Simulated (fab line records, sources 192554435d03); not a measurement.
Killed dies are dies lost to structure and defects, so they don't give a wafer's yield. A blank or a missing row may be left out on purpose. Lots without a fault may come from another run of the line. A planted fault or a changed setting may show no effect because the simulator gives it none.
Which tool did it? | flow n5_finfet | 10 lots, 30 wafers sampled, at 6 steps of a route of 1938

WHAT THE GAUGES READ, wafer by wafer
N5_PMOS_HMC_CHANNEL_EPI_THK_MEAS_22.
lot  | measured    | on            | HMC_CMP_THK (nm)
L231 | day 2 02:04 | film_metro-01 | 53.3 53.1 52.7
L232 | day 2 07:59 | film_metro-02 | 54.4 54.5 54.4
L234 | day 2 20:53 | film_metro-01 | 54.8 54.3 53.9
L236 | day 3 08:01 | film_metro-02 | 54.5 55.3 54.5
L242 | day 4 20:13 | film_metro-02 | 59.8 59.9 59.7
L243 | day 5 02:01 | film_metro-02 | 58.5 58.6 58.6
L244 | day 5 08:59 | film_metro-01 | 58.7 58.7 58.6
L246 | day 5 19:49 | film_metro-01 | 53.1 52.8 53.1
L249 | day 6 13:53 | film_metro-02 | 54.2 53.7 53.5
L251 | day 7 02:05 | film_metro-02 | 53.2 53.3 52.8

N5_BEOL_M4_RC_MEAS_101.
lot  | measured     | on        | CJ_P           | DIBL_N (mV/V)  | DIBL_P (mV/V)  | IOFF_N (nA/um) | IOFF_P (nA/um) | IOFF_P_85C (nA/um) | ION_N (uA/um) | ION_P (uA/um) | SS_N (mV/dec)  | SS_P (mV/dec)  | VT_N (mV)   | VT_P (mV)
L231 | day 10 11:23 | prober-01 | 5.88 6.18 6.03 | 33.7 33.8 35.0 | 33.5 33.5 35.4 | 0.13 0.12 0.15 | 0.19 0.19 0.22 | 3.3 3.3 3.6        | 671 659 664   | 471 464 463   | 71.2 71.0 71.5 | 72.6 73.0 72.8 | 252 254 250 | -249 -249 -251
L232 | day 9 17:16  | prober-01 | 5.59 5.67 5.69 | 37.6 35.8 35.0 | 38.7 35.3 35.0 | 0.17 0.13 0.12 | 0.21 0.16 0.16 | 3.7 2.9 2.9        | 675 672 666   | 462 452 455   | 72.0 71.6 70.9 | 73.9 72.1 72.7 | 248 252 252 | -250 -256 -255
L234 | day 10 02:59 | prober-01 | 5.75 5.74 5.89 | 36.7 36.5 37.5 | 36.5 36.4 37.5 | 0.17 0.16 0.18 | 0.22 0.20 0.22 | 3.8 3.4 3.8        | 675 664 682   | 470 455 469   | 71.0 71.4 72.1 | 73.9 72.9 74.1 | 248 251 248 | -249 -251 -248
L236 | day 10 15:55 | prober-01 | 5.67 5.46 5.62 | 35.5 35.7 34.7 | 36.4 36.0 34.5 | 0.16 0.15 0.13 | 0.22 0.21 0.18 | 3.7 3.6 3.2        | 679 668 663   | 465 457 451   | 71.4 71.8 71.7 | 73.5 72.9 73.5 | 248 251 253 | -251 -248 -250
L242 | day 12 15:33 | prober-01 | 3.97 3.95 4.06 | 37.1 36.7 35.6 | 40.5 37.3 37.7 | 0.17 0.15 0.13 | 0.34 0.24 0.30 | 5.4 4.1 4.9        | 692 681 670   | 451 450 443   | 72.2 71.4 71.1 | 75.8 73.3 75.8 | 248 250 251 | -248 -251 -252
L243 | day 13 03:26 | prober-01 | 4.34 4.33 4.59 | 33.4 35.7 36.9 | 38.7 39.9 47.2 | 0.13 0.16 0.19 | 0.33 0.33 0.95 | 5.2 5.2 12.6       | 657 672 668   | 437 446 450   | 71.0 71.3 72.0 | 76.1 75.9 83.4 | 252 250 247 | -248 -248 -246
L244 | day 13 12:34 | prober-02 | 4.32 4.05 4.14 | 35.9 38.0 36.0 | 38.2 45.5 41.1 | 0.14 0.19 0.15 | 0.32 0.72 0.46 | 5.2 10.4 7.1       | 661 675 661   | 440 440 436   | 72.3 71.3 71.9 | 76.1 80.8 78.6 | 251 246 251 | -249 -247 -249
L246 | day 13 21:56 | prober-02 | 6.14 5.95 6.08 | 36.4 34.7 35.0 | 36.7 33.9 33.9 | 0.16 0.13 0.14 | 0.23 0.19 0.20 | 4.0 3.5 3.5        | 685 669 676   | 475 460 463   | 71.0 70.9 71.5 | 73.9 72.7 72.5 | 249 251 251 | -249 -249 -248
L249 | day 14 05:22 | prober-02 | 5.75 5.73 5.79 | 34.3 34.8 33.7 | 32.5 33.8 31.3 | 0.10 0.12 0.09 | 0.13 0.14 0.12 | 2.3 2.6 2.2        | 642 676 651   | 435 460 442   | 70.7 71.0 70.2 | 72.8 73.8 71.9 | 257 253 258 | -258 -256 -259
L251 | day 15 14:51 | prober-02 | 5.78 5.81 6.01 | 35.6 34.9 36.8 | 35.1 34.2 35.7 | 0.12 0.12 0.14 | 0.18 0.17 0.19 | 3.3 3.0 3.3        | 648 672 667   | 450 464 461   | 71.4 70.7 70.9 | 73.4 73.2 72.4 | 255 254 252 | -253 -251 -253

WHICH TOOL RAN EACH LOT (tool, then ch and the chambers of the sampled wafers, then the start)
lot  | N5_WELL_APT_DESCUM_30             | N5_WELL_APT_RTA_34              | N5_PMOS_HMC_CHANNEL_EPI_FIN_RECESS_16 | N5_FIN_SAQP_DENSIFY_62
L231 | rie_diel-06 ch 0,1, day 1 21:08   | rtp_anneal-01 ch 0, day 1 22:00 | rie_si-05 ch 0,2,3, day 1 23:52       | rtp_anneal-02 ch 0, day 2 04:38
L232 | rie_diel-03 ch 0,2,3, day 2 02:57 | rtp_anneal-02 ch 0, day 2 03:46 | rie_si-05 ch 0,2,3, day 2 05:46       | rtp_anneal-02 ch 0, day 2 09:20
L234 | rie_diel-02 ch 0,2,3, day 2 15:25 | rtp_anneal-01 ch 0, day 2 16:14 | rie_si-03 ch 0,3, day 2 18:49         | rtp_anneal-01 ch 0, day 2 21:46
L236 | rie_diel-03 ch 0,2,3, day 3 03:12 | rtp_anneal-01 ch 0, day 3 03:59 | rie_si-04 ch 2,3, day 3 05:49         | rtp_anneal-01 ch 0, day 3 09:05
L242 | rie_diel-06 ch 1,2,3, day 4 14:56 | rtp_anneal-02 ch 0, day 4 16:02 | rie_si-05 ch 1,2,3, day 4 18:01       | rtp_anneal-02 ch 0, day 4 21:43
L243 | rie_diel-02 ch 0,3, day 4 21:21   | rtp_anneal-02 ch 0, day 4 22:11 | rie_si-05 ch 0,3, day 5 00:13         | rtp_anneal-01 ch 0, day 5 03:18
L244 | rie_diel-06 ch 0,1,3, day 5 03:45 | rtp_anneal-02 ch 0, day 5 04:33 | rie_si-05 ch 0,1,2, day 5 06:43       | rtp_anneal-01 ch 0, day 5 11:01
L246 | rie_diel-02 ch 0,2,3, day 5 15:07 | rtp_anneal-01 ch 0, day 5 15:52 | rie_si-04 ch 0,1, day 5 17:37         | rtp_anneal-01 ch 0, day 5 20:38
L249 | rie_diel-03 ch 0,1, day 6 08:56   | rtp_anneal-02 ch 0, day 6 09:51 | rie_si-03 ch 0,2,3, day 6 11:41       | rtp_anneal-02 ch 0, day 6 14:57
L251 | rie_diel-02 ch 1,2,3, day 6 21:37 | rtp_anneal-01 ch 0, day 6 22:26 | rie_si-04 ch 0,1,2, day 7 00:17       | rtp_anneal-02 ch 0, day 7 02:54
- N5_WELL_APT_DESCUM_30: chemistry O2, time 7.9 s.
- N5_WELL_APT_RTA_34: time 10 s.
- N5_PMOS_HMC_CHANNEL_EPI_FIN_RECESS_16: chemistry HBr/Cl2, target Si, target depth 54 nm, time 18 s.
- N5_FIN_SAQP_DENSIFY_62: time 60 s.

WHAT THE TOOLS THEMSELVES READ (means of the sampled wafers that have a number; where no wafer has one, the mark that the record gives instead)
N5_WELL_APT_DESCUM_30.
lot  | tool        | bias_power_w (W) | drypump_motor_current_A (A) | oes_product_au (a.u.) | rf_fwd_power_W (W) | rf_vpp_V (V) | showerhead_plenum_p_Torr (Torr) | throttle_valve_pct (%)
L231 | rie_diel-06 | 19.95            | 5.4                         | 0.75                  | 49.68              | 244.6        | 2.19                            | 20.42
L232 | rie_diel-03 | 20.00            | 5.6                         | 0.73                  | 49.61              | 243.9        | 2.03                            | 20.30
L234 | rie_diel-02 | 20.04            | 5.9                         | 0.73                  | 49.75              | 243.1        | 2.03                            | 20.18
L236 | rie_diel-03 | 19.98            | 5.5                         | 0.72                  | 49.62              | 241.6        | 2.03                            | 20.31
L242 | rie_diel-06 | 20.00            | 6.1                         | 0.73                  | 49.69              | 244.1        | 2.18                            | 20.42
L243 | rie_diel-02 | 20.00            | 6.3                         | 0.74                  | 49.40              | 241.5        | 2.00                            | 20.13
L244 | rie_diel-06 | 19.96            | 6.0                         | 0.74                  | 49.68              | 244.7        | 2.17                            | 20.37
L246 | rie_diel-02 | 19.94            | 5.9                         | 0.71                  | 49.72              | 242.4        | 2.02                            | 20.20
L249 | rie_diel-03 | 20.00            | 5.2                         | 0.71                  | 49.64              | 242.5        | 2.11                            | 20.56
L251 | rie_diel-02 | 20.03            | 5.7                         | 0.71                  | 49.60              | 242.8        | 2.05                            | 20.45

N5_WELL_APT_RTA_34.
lot  | tool          | lamp_power_pct (%) | wafer_temp_C_max
L231 | rtp_anneal-01 | 12.99              | 1004.1
L232 | rtp_anneal-02 | 12.98              | 1003.7
L234 | rtp_anneal-01 | 13.01              | 1004.3
L236 | rtp_anneal-01 | 13.06              | 1004.1
L242 | rtp_anneal-02 | 13.03              | 1003.6
L243 | rtp_anneal-02 | 12.98              | 1004.5
L244 | rtp_anneal-02 | 12.99              | 1003.3
L246 | rtp_anneal-01 | 12.97              | 1003.6
L249 | rtp_anneal-02 | 12.99              | 1003.2
L251 | rtp_anneal-01 | 13.05              | 1003.2

N5_PMOS_HMC_CHANNEL_EPI_FIN_RECESS_16.
lot  | tool      | HBr_flow_sccm (sccm) | drypump_motor_current_A (A) | oes_product_au (a.u.) | rf_fwd_power_W (W) | throttle_valve_pct (%)
L231 | rie_si-05 | 149.5                | 6.2                         | 0.989                 | 794.8              | 35.45
L232 | rie_si-05 | 150.2                | 6.2                         | 1.004                 | 795.5              | 35.42
L234 | rie_si-03 | 149.8                | 6.1                         | 1.021                 | 794.0              | 35.22
L236 | rie_si-04 | 149.5                | 5.5                         | 0.993                 | 798.6              | 35.44
L242 | rie_si-05 | 149.9                | 5.8                         | 0.986                 | 795.7              | 35.38
L243 | rie_si-05 | 149.9                | 6.4                         | 0.992                 | 796.6              | 35.57
L244 | rie_si-05 | 150.0                | 5.9                         | 0.993                 | 797.9              | 35.39
L246 | rie_si-04 | 150.1                | 5.8                         | 0.997                 | 796.9              | 35.93
L249 | rie_si-03 | 150.5                | 6.0                         | 1.010                 | 798.7              | 35.19
L251 | rie_si-04 | 150.1                | 5.7                         | 0.988                 | 797.6              | 35.75

N5_FIN_SAQP_DENSIFY_62.
lot  | tool          | lamp_power_pct (%) | wafer_temp_C_max
L231 | rtp_anneal-02 | 9.86               | 702.7
L232 | rtp_anneal-02 | 9.83               | 703.4
L234 | rtp_anneal-01 | 9.91               | 703.4
L236 | rtp_anneal-01 | 9.86               | 704.0
L242 | rtp_anneal-02 | 9.86               | 703.2
L243 | rtp_anneal-01 | 9.85               | 703.3
L244 | rtp_anneal-01 | 9.80               | 702.9
L246 | rtp_anneal-01 | 9.92               | 703.0
L249 | rtp_anneal-02 | 9.78               | 703.5
L251 | rtp_anneal-02 | 9.82               | 703.0

THE ANSWER, worked out from the rows above alone
Rule: what is usual is taken from the lots themselves. Put in order of their means at a reading, lots are off if they are a third of the lots or fewer, leave a main group of 4 or more, and stand apart from it by a gap of 3 or more times the standard deviation of the main group's means; of several such gaps the widest counts. A main group whose means are all the same, to the digits that the tables above print for the reading, isn't used. A lot without any number at a reading at which 4 lots or more have one is off too. The other lots that the step has rows for count as sound. The gauges are gone through in route order, then the tools' own readings, and for those a lot's mean is taken as printed above. The first step at which some lot is off is used, and at that step the reading that is off furthest; a lot without a number counts as furthest.
Off: L242, L243, L244, at N5_PMOS_HMC_CHANNEL_EPI_THK_MEAS_22 (HMC_CMP_THK). The main group: mean 53.8 nm, standard deviation 0.69.
A tool fits if, at a process step before that reading, it ran every lot that is off, and no sound lot after the first of them. The gauges at N5_PMOS_HMC_CHANNEL_EPI_THK_MEAS_22 aren't tried: what is off there is off at N5_BEOL_M4_RC_MEAS_101 too, on other tools, and a gauge's error can't cause that. One fits: rie_si-05 at N5_PMOS_HMC_CHANNEL_EPI_FIN_RECESS_16. Its last sound lot is L232 (day 2 05:46), its first lot that is off L242 (day 4 18:01): a fault that began between those two fits.

WHAT THE SIMULATOR HAD PUT IN
Process parameter drift: rie_si-05, from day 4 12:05 on, at N5_PMOS_HMC_CHANNEL_EPI_FIN_RECESS_16. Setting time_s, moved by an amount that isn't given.
Lots struck among those shown: L242, L243, L244. The rule above found the same.
